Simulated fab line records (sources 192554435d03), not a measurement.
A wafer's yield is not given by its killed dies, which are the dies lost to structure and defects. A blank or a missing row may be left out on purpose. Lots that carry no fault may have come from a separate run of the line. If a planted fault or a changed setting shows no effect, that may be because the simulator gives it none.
fab line records	flow n5Finfet
record lots=4	wafers=11	lastDay=16
route steps=1938 shown GATE_CUT@465 BEOL_M4@1111 PASSIVATION@1936
lots that met no fault: taken from a fault-free run of the same line
startH: hours from the record's first day to the start of the lot's first wafer shown	waitH: hours elapsed since this lot's preceding step	" identical to the entry in the row above	L1.1+2: a single row standing in for several wafers	- no value, or no start was given	* or withheld: withheld	< > ~ a bound
route shown NAME@n: NAME is a module with steps in the file, n the number in the route of the first one	usual: mean and standard deviation over wafers with no fault	same: alike in all rows	chamber/n: place in a boat	sites: each site's reading	_std_site: the values' standard deviation	_edge_site: inner sites' mean taken away from outer sites' mean	radiusMm: how far each site lies from the wafer's centre	mask NAME#n: copy n	behind: tool/chamber where the wafer was last shaped	hold: why the lot went on hold/how many hours it stayed there/how the hold came to an end	device: the transistor (n, p or np) that didn't switch	end of line: the tests these same wafers got at the end of their route	step lacking rows: just its recipe	killed: count of dies lost to structure and defects at first sort (not the wafer's yield)	map: the dies of a wafer, with x for killed, . for not killed, _ for no die there
set.NAME: the setting as run; set.NAME@STEP: as run at that earlier step	model.NAME: the simulator's own value behind a step, which no gauge read
lots seen at some steps along the route; tables by step, rows by wafer
services: a tool's chamber out of use, with start hour (startH, from the record's first day; less than 0 if before it), hours out, and reason
## steps
# step N5_GATE_CUT_ETCHBACK_00
# recipe chemistry=SF6/Cl2	target=W	pressureMtorr=8	icpW=900	biasW=80	SF6_flow_sccm=40	Cl2_flow_sccm=60
# step N5_GATE_CUT_ETCH_56
# recipe chemistry=Cl2/Ar	target=TiN	targetDepthA=216	pressureMtorr=10	icpW=600	biasW=60	Cl2_flow_sccm=40	Ar_flow_sccm=60
# step N5_GATE_CUT_ETCHBACK_30
# recipe chemistry=Cl2/Ar	target=TiN	targetDepthA=30	mode=isotropic	pressureMtorr=10	icpW=600	biasW=60	Cl2_flow_sccm=40	Ar_flow_sccm=60
# step N5_GATE_CUT_VAPOR_ETCH_60
# recipe chemistry=BCl3/Cl2	target=HfO2	mode=isotropic
# step N5_GATE_CUT_ETCH_58
# recipe chemistry=CH3F/O2	target=SiNx	targetDepthA=170	timeS=128.6	ionEnergyEv=50	pressureMtorr=30	sourceW=415	biasW=21	Ar_flow_sccm=150	CH3F_flow_sccm=30	O2_flow_sccm=20
# step N5_GATE_CUT_STRIP_59
# recipe chemistry=N2/H2	timeS=20	powerW=100	tempC=40	pressureMtorr=100	rfFrequencyHz=6e+07	biasPowerW=3	n2FlowSccm=300	h2FlowSccm=300
# step N5_GATE_CUT_PRECLEAN_31
# recipe tempC=23	chemistry=DIW	timeS=300
# step N5_GATE_CUT_SRD_32
# recipe timeS=30	tempC=23	rinseLiquid=diw	dry=ipaMarangoni
# step N5_GATE_CUT_SAC_CAP_01
# recipe material=SiNx	targetThkA=240	tempC=400	aldPrecursorFamily=SiH2I2	aldCoReactant=N2/H2-plasma	pulseTimeS=1	aldCycles=480	purgeTimeS=2	coReactantPurgeTimeS=2	pressureTorr=2
# step N5_GATE_CUT_PECVD_57
# recipe material=SiNx	targetThkA=210	tempC=400	precursor=SiH4/NH3/N2	pressureTorr=1.5	rfW=300
# step N5_GATE_CUT_CMP_02
# recipe stopOn=SiO2	tOverpolishS=12.7	postCmpClean=alkalineBrush	downForcePsi=2.5	platenRpm=51.8	padVelocityMS=1.0307	targetThkNm=0
# step N5_GATE_CUT_HM_DEP_46
# recipe material=SiO2	targetThkA=1300	tempC=400	precursor=TEOS/O2	pressureTorr=6.5	rfW=900	teosFlowSccm=161.4	gas=O2	flowSccm=2650	timeS=26.6
# usual heaterPowerW=570/97	showerheadPlenumPTorr=8.35/0.04	throttleValvePct=18.5/1.1
lot.wafer	tool	chamber	startH	waitH	heaterPowerW	showerheadPlenumPTorr	sinceWetCleanH	throttleValvePct	model.SiO2_of_GATE_CUT_HM_DEP_46.thkNm
L770.1	pecvd-02	2	94.32	0.0	398	8.32	21	17.3	128.4
L770.3	"	0	"	"	621	8.31	798	18.6	128.2
L770.6	"	0	"	"	623	8.35	-	18.2	129.4
L773.1	pecvd-01	0	117.09	0.0	631	8.45	1002	19.9	128.4
L773.2	"	2	"	"	578	8.37	248	17.1	130.4
L773.3	"	0	"	"	634	8.44	-	19.9	129
L783.3	pecvd-02	0	175.82	0.0	647	8.35	880	18.4	122.6
L783.4	"	1	"	"	637	8.32	-	19.5	125.8
L783.6	"	0	"	"	675	8.35	-	18.5	130
L784.2	pecvd-02	0	184.07	0.0	546	8.36	888	18.6	129
L784.4	"	0	"	"	567	8.31	-	18.5	125.6
# step N5_GATE_CUT_COAT_34
# recipe resist=SOC	tempC=250	timeS=60	spinRpm=1500	resistThkNm=60
# step N5_GATE_CUT_COAT_35
# recipe resist=SiARC	tempC=220	timeS=60	spinRpm=1500	resistThkNm=10
# step N5_GATE_CUT_COAT_27
# recipe resist=underlayer	tempC=205	timeS=60	spinRpm=1500	resistThkNm=10
# step N5_GATE_CUT_COAT_07
# recipe resist=CAR-EUV	spinRpm=1500	resistThkNm=30
# step N5_GATE_CUT_EBR_09
# recipe solvent=PGMEA	ebrWidthMm=1.5
# step N5_GATE_CUT_SOFTBAKE_08
# recipe tempC=110	timeS=60	resist=CAR-EUV
# step N5_GATE_CUT_EXPOSE_10
# recipe maskId=GATE_CUT	na=0.33	sourceShape=annular	sigmaInner=0.35	sigmaOuter=0.8	polarization=unpolarized	targetCdNm=20	doseMj=43.25
# step N5_GATE_CUT_PEB_11
# recipe pebTempC=100	pebTimeS=60	resist=CAR-EUV
# step N5_GATE_CUT_DEVELOP_12
# recipe developTimeS=30	developer=TMAH	resist=CAR-EUV	rinseLiquid=surfactantRinse	dry=airSpin	devTempC=23
# step N5_GATE_CUT_DESCUM_18
# recipe chemistry=O2	timeS=7	sourcePowerW=50	biasPowerW=20	pressureMtorr=20	rfFrequencyHz=2.712e+07	tempC=40	resist=CAR-EUV	o2FlowSccm=225
# step N5_GATE_CUT_ETCH_28
# recipe chemistry=N2/H2	target=underlayer	targetDepthA=130	maskMaterial=CAR-EUV	timeS=10.4	ionEnergyEv=200	pressureMtorr=30	sourceW=840	biasW=150	n2FlowSccm=200	h2FlowSccm=200	ends=cleared
# step N5_GATE_CUT_ETCH_36
# recipe chemistry=CF4	target=SiARC	targetDepthA=130	maskMaterial=CAR-EUV	timeS=21.7	ionEnergyEv=80	pressureMtorr=40	sourceW=545	biasW=36	Ar_flow_sccm=100	cf4FlowSccm=100	ends=cleared
# step N5_GATE_CUT_ETCH_37
# recipe chemistry=N2/H2	target=SOC	targetDepthA=600	overetchA=120	maskMaterial=SiARC	tempC=40	timeS=90	ionEnergyEv=200	pressureMtorr=30	sourceW=840	biasW=150	n2FlowSccm=200	h2FlowSccm=200
# step N5_GATE_CUT_STRIP_38
# recipe chemistry=N2/H2	tempC=40	n2FlowSccm=200	h2FlowSccm=200	rfFrequencyHz=6e+07
# step N5_GATE_CUT_STRIP_39
# recipe chemistry=N2/H2	tempC=40	n2FlowSccm=200	h2FlowSccm=200	rfFrequencyHz=6e+07
# step N5_GATE_CUT_HM_OPEN_40
# recipe chemistry=C4F6/O2	target=SiO2	maskMaterial=SiARC	targetDepthA=1390	timeS=85.1	ionEnergyEv=250	pressureMtorr=30	sourceW=345	biasW=185	Ar_flow_sccm=300	C4F6_flow_sccm=10	O2_flow_sccm=10	ends=cleared
# usual O2_flow_sccm=10.006/0.029	drypumpMotorCurrentA=5.6/0.49	etchRfOnTimeS=95.3/2.5	oes_o_777_au=0.81/0.085	oesProductAu=0.73/0.08	rfVppV=666/24	showerheadPlenumPTorr=2.91/0.1	throttleValvePct=20.84/0.28
lot.wafer	tool	chamber	startH	waitH	O2_flow_sccm	drypumpMotorCurrentA	etchRfOnTimeS	oes_o_777_au	oesProductAu	rfHoursCounterH	rfVppV	showerheadPlenumPTorr	throttleValvePct	model.etch.depthNm	model.SOC_of_GATE_CUT_COAT_34.thkNm
L770.1	rieDiel-03	0	94.94	0.0	9.985	6.1	91.6	0.71	0.62	254	664	2.80	21.25	128.4	32.4
L770.3	"	1	"	"	10.053	5.3	93.0	0.85	0.79	30	705	3.02	20.84	128.2	32.8
L770.6	"	1	"	"	10.045	5.3	93.9	0.86	0.79	-	704	3.02	20.85	129.4	32.6
L773.1	rieDiel-04	2	117.73	0.0	10.007	6.6	94.0	0.84	0.71	129	613	2.73	20.87	128.4	33
L773.2	"	3	"	"	10.003	5.1	97.0	0.80	0.74	68	671	2.79	20.55	130.5	32.2
L773.3	"	0	"	"	9.972	5.3	92.1	0.93	0.86	5	641	3.03	20.29	129.1	33.2
L783.3	rieDiel-03	3	176.57	0.0	10.014	5.2	94.2	0.71	0.60	238	652	2.82	21.14	122.7	33.6
L783.4	"	0	"	"	9.979	6.1	91.4	0.98	0.83	14	663	2.80	20.90	125.7	33
L783.6	"	2	"	"	10.017	5.7	94.3	0.88	0.77	-	675	2.98	20.63	129.9	32.2
L784.2	rieDiel-05	0	184.69	0.0	10.012	5.5	90.9	0.78	0.69	166	650	2.98	20.82	129	32.2
L784.4	"	3	"	"	10.029	5.2	91.7	0.85	0.77	59	672	2.88	20.63	125.5	33.2
# step N5_GATE_CUT_STRIP_41
# recipe chemistry=CF4	resist=SiARC	powerW=300	biasPowerW=75	pressureMtorr=50	cf4FlowSccm=150	rfFrequencyHz=6e+07
# step N5_GATE_CUT_STRIP_42
# recipe chemistry=O2	powerW=400	tempC=40	pressureMtorr=30	rfFrequencyHz=6e+07	biasPowerW=0	overashFraction=0.3	o2FlowSccm=225
# step N5_GATE_CUT_ETCH_19
# recipe chemistry=CH3F/O2	target=SiNx	maskMaterial=SiO2	targetDepthA=537	timeS=76.7	pressureMtorr=30	sourceW=395	biasW=73	Ar_flow_sccm=150	CH3F_flow_sccm=30	O2_flow_sccm=20	ionEnergyEv=120	ends=cleared
# step N5_GATE_CUT_CUT_ETCH_53
# recipe chemistry=SF6/Cl2	target=W	maskMaterial=SiO2	targetDepthA=792	pressureMtorr=8	icpW=900	biasW=80	SF6_flow_sccm=40	Cl2_flow_sccm=60	ends=cleared
# step N5_GATE_CUT_CUT_ETCH_54
# recipe chemistry=Cl2/BCl3	target=TiN	maskMaterial=SiO2	targetDepthA=967	pressureMtorr=10	icpW=1000	biasW=126	Cl2_flow_sccm=53.25	bcl3FlowSccm=21.75	Ar_flow_sccm=25	ends=cleared
# step N5_GATE_CUT_CUT_ETCH_55
# recipe chemistry=BCl3	target=HfO2	maskMaterial=SiO2	targetDepthA=32	ionEnergyEv=30	pressureMtorr=5	icpW=450	biasW=18	bcl3FlowSccm=80
# step N5_GATE_CUT_ETCH_47
# recipe chemistry=Cl2/BCl3	target=SiO2	targetDepthA=100	pressureMtorr=10	icpW=1000	biasW=126	Cl2_flow_sccm=53.25	bcl3FlowSccm=21.75	Ar_flow_sccm=25
# step N5_GATE_CUT_VAPOR_ETCH_48
# recipe chemistry=BCl3/Cl2	target=TiN	mode=isotropic
# step N5_GATE_CUT_VAPOR_ETCH_49
# recipe chemistry=BCl3/Cl2	target=TiAlC	mode=isotropic
# step N5_GATE_CUT_VAPOR_ETCH_51
# recipe chemistry=BCl3/Cl2	target=HfO2	mode=isotropic
# step N5_GATE_CUT_CMP_23
# recipe stopOn=SiO2	tOverpolishS=23.4	postCmpClean=alkalineBrush	downForcePsi=2.5	platenRpm=51.8	padVelocityMS=1.0307	targetThkNm=16
# usual motorCurrentA=8.9/0.76	overpolishRunS=23.400/0.0092	timeToEndpointS=19.9/2.4
lot.wafer	tool	chamber	startH	waitH	motorCurrentA	overpolishRunS	timeToEndpointS	model.SiO2_of_GATE_CUT_HM_DEP_46.thkNm
L770.3	cmp-04	0	97.87	0.8	9.1	23.406	17.9	103
L770.1	"	2	"	"	8.7	23.392	19.3	103.4
L770.6	"	0	"	"	8.7	23.412	17.8	104.2
L773.3	cmp-04	1	119.89	0.8	10.2	23.405	19.0	103.6
L773.2	"	3	"	"	8.6	23.393	16.6	105
L773.1	"	0	"	"	8.8	23.408	17.0	103
L783.3	cmp-03	2	179.22	0.8	8.9	23.405	22.2	97.2
L783.4	"	0	"	"	9.5	23.407	26.7	100.4
L783.6	"	2	"	"	9.3	23.405	21.8	104.4
L784.2	cmp-04	3	186.85	0.8	8.3	23.415	20.1	103.6
L784.4	"	2	"	"	8.5	23.401	20.1	100
# step N5_BEOL_M4_RC_MEAS_101
# usual DIBL_N=36.2/2.2	DIBL_P=36.1/2.8	IOFF_N=0.16/0.041	IOFF_P=0.21/0.047	ION_N=676/16	ION_P=463/11	SS_N=71.6/0.78	SS_P=73.3/0.86	VT_N=249/3.8	VT_P=-251/3.9
lot.wafer	tool	chamber	startH	waitH	DIBL_N[mV/V]	DIBL_P[mV/V]	IOFF_N[nA/um]	IOFF_P[nA/um]	ION_N[uA/um]	ION_P[uA/um]	SS_N[mV/dec]	SS_P[mV/dec]	VT_N[mV]	VT_P[mV]
L770.1	prober-02	0	196.35	0.0	38.0	39.1	0.22	0.31	716	489	72.2	73.6	244	-243
L770.3	"	0	"	"	34.9	35.4	0.16	0.24	690	479	70.7	73.3	248	-246
L770.6	"	0	"	"	36.0	37.2	0.19	0.26	704	482	71.5	73.7	246	-248
L773.1	prober-01	0	204.38	0.0	34.5	32.4	0.11	0.15	641	441	71.7	72.7	257	-255
L773.2	"	0	"	"	37.5	37.2	0.18	0.20	674	456	72.1	73.9	247	-254
L773.3	"	0	"	"	36.8	36.7	0.16	0.21	695	471	72.6	74.2	250	-251
L784.2	prober-01	0	276.27	0.2	37.9	38.8	0.20	0.23	711	478	71.2	73.6	244	-251
L784.4	"	0	"	"	36.3	35.2	0.15	0.17	666	449	70.9	73.5	249	-256
L783.3	prober-02	0	277.14	0.3	35.9	34.9	0.15	0.20	684	466	71.3	73.3	251	-252
L783.4	"	0	"	"	37.8	39.2	0.21	0.27	709	477	71.9	74.1	244	-248
L783.6	"	0	"	"	31.9	29.3	0.09	0.12	648	448	70.7	72.0	260	-259
# step N5_PASSIVATION_PROBE_49
# usual defectLimitedYield=91.4/1.4	killed_at_M0_to_M3=33/10	killed_at_M4_up=14/6.1	killedAtContacts=14/6.1	killedAtFrontEnd=38/9.7	killedAtOther=3.1/2.9	killedDies=102/17	killedOpen=67/13	killedShort=32/8	sort_bin_5_function=5.1/0.94	sort_bin_6_memory=3.2/0.68	sort_bin_8_speed=0.02/0.17	sortNPass=1078/17	sortYieldPct=91.3/1.5
# same grossDies=1180	killedAtBackSide=0	sort_bin_4_leakage[%]=0
lot.wafer	tool	chamber	startH	waitH	defectLimitedYield[%]	killed_at_M0_to_M3	killed_at_M4_up	killedAtContacts	killedAtFrontEnd	killedAtOther	killedDies	killedOpen	killedShort	sort_bin_5_function[%]	sort_bin_6_memory[%]	sort_bin_8_speed[%]	sortNPass	sortYieldPct[%]
L770.1	prober-01	-	296.07	0.0	89.0	41	19	6	54	10	130	88	41	6.4	4.1	0	1050	89.0
L770.3	prober-01	-	296.17	0.1	89.2	55	17	5	43	7	127	92	35	5.9	4.5	0	1053	89.2
L770.6	prober-01	-	296.32	0.3	89.3	53	8	8	49	8	126	83	42	6.0	4.2	0	1054	89.3
L783.3	prober-02	-	376.82	0.1	91.3	47	7	8	36	5	103	64	28	5.4	2.4	0	1077	91.3
L783.6	prober-02	-	376.97	0.3	90.5	48	17	5	39	3	112	67	42	5.0	4.1	0.08	1067	90.4
L784.2	prober-02	-	390.25	0.1	92.3	35	21	5	28	2	91	58	32	4.4	3.1	0	1089	92.3
L784.4	prober-02	-	390.35	0.2	93.6	21	15	5	33	2	76	50	24	4.2	2.2	0	1104	93.6
# killed by level:class
L770.1 DUMMY_GATE:geometricParticle:open=15 FIN_SAQP:geometricParticle:short=11 BEOL_M2:geometricParticle:open=11 BEOL_M1:geometricParticle:open=9 BEOL_M3:geometricParticle:open=8 FIN_SAQP:geometricParticle:open=7 BEOL_M4:geometricParticle:open=6 GATE_CUT:geometricParticle:open=5
L770.3 FIN_SAQP:geometricParticle:open=15 BEOL_M2:geometricParticle:open=11 BEOL_M1:geometricParticle:open=8 BEOL_M0:geometricParticle:open=7 GATE_CUT:geometricParticle:open=6 BEOL_M0_SAQP:geometricParticle:open=6 BEOL_M0_SAQP:geometricParticle:short=6 BEOL_M3:geometricParticle:open=6
L770.6 BEOL_M2:geometricParticle:open=20 FIN_SAQP:geometricParticle:short=19 FIN_SAQP:geometricParticle:open=11 DUMMY_GATE:geometricParticle:open=9 BEOL_M0_SAQP:geometricParticle:short=7 MOL_CONTACT_COAG:geometricParticle:open=7 BEOL_M3:geometricParticle:open=6 BEOL_M1:geometricParticle:open=6
L783.3 BEOL_M2:geometricParticle:open=13 FIN_SAQP:geometricParticle:short=11 BEOL_M0_SAQP:geometricParticle:open=10 HKMG_FIN:areaEtch=8 MOL_CONTACT_COAG:geometricParticle:open=7 BEOL_M3:geometricParticle:open=6 FIN_SAQP:geometricParticle:open=5 BEOL_M0_SAQP:geometricParticle:short=5
L783.6 BEOL_M0_SAQP:geometricParticle:open=14 BEOL_M2:geometricParticle:open=10 BEOL_M0_SAQP:geometricParticle:short=9 FIN_SAQP:geometricParticle:short=8 BEOL_M1:geometricParticle:open=6 BEOL_M4:geometricParticle:open=6 GATE_CUT:geometricParticle:short=5 FIN_SAQP:geometricParticle:open=4
L784.2 BEOL_M4:geometricParticle:open=10 BEOL_M0_SAQP:geometricParticle:short=7 BEOL_M3:geometricParticle:open=7 BEOL_M0_SAQP:geometricParticle:open=6 FIN_SAQP:geometricParticle:short=5 BEOL_M4:geometricParticle:short=5 STI_FIN_REVEAL:geometricParticle:open=4 MOL_CONTACT_COAG:geometricParticle:open=4
L784.4 DUMMY_GATE:geometricParticle:open=9 FIN_SAQP:geometricParticle:short=8 BEOL_M0_SAQP:geometricParticle:short=6 MOL_CONTACT_COAG:geometricParticle:open=5 BEOL_M0_SAQP:geometricParticle:open=5 BEOL_M0:geometricParticle:open=4 BEOL_M4:geometricParticle:open=4 BEOL_M5:geometricParticle:open=4
## services
tool	chamber	startH	hours	kind
pecvd-02	2	74.80	2.1	scheduledDown
rieDiel-04	3	93.70	2.8	repair
cmp-03	-	94.85	4.2	repair
pecvd-02	0	102.82	13.4	repair
rieDiel-03	0	106.18	2.4	repair
rieDiel-03	0	108.61	-	clean
rieDiel-03	0	108.61	-	consumableReplace:focusRing
rieDiel-03	0	108.61	27.6	scheduledDown
rieDiel-03	0	108.61	27.6	ventCycle
pecvd-01	1	112.75	4.2	repair
pecvd-01	1	116.99	16.5	scheduledDown
pecvd-02	1	117.81	2.1	scheduledDown
cmp-04	-	132.42	1.5	repair
pecvd-01	0	133.49	2.1	scheduledDown
rieDiel-04	3	137.60	7.0	repair
cmp-03	-	156.07	4.7	pm
pecvd-01	-	157.44	1.0	repair
rieDiel-03	-	157.63	0.1	repair
pecvd-01	1	160.11	2.1	scheduledDown
cmp-03	-	163.57	1.9	repair
rieDiel-05	1	164.37	3.9	repair
rieDiel-03	3	179.41	1.8	repair
## key
firstSign none at tools or gauges
modelEffect step=N5_GATE_CUT_HM_DEP_46	value=SiO2_of_GATE_CUT_HM_DEP_46.thkNm	without=130.1	struck=124.7
modelEffect step=N5_GATE_CUT_HM_OPEN_40	value=etch.depthNm	without=130	struck=124.6
modelEffect step=N5_GATE_CUT_CMP_23	value=SiO2_of_GATE_CUT_HM_DEP_46.thkNm	without=104.5	struck=99.2
metAt N5_GATE_CUT_HM_DEP_46
struckWafers L783.3,L783.4,L784.4
onsetBetween 94.32 175.82
fault kind=processParameterDrift	tool=pecvd-02	chamber=-	onsetH=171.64	steps=N5_GATE_CUT_HM_DEP_46	channel=timeS	offset=*	shape=step	endH=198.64	scope=struckWafersOnly	actsIn=*	stated=*
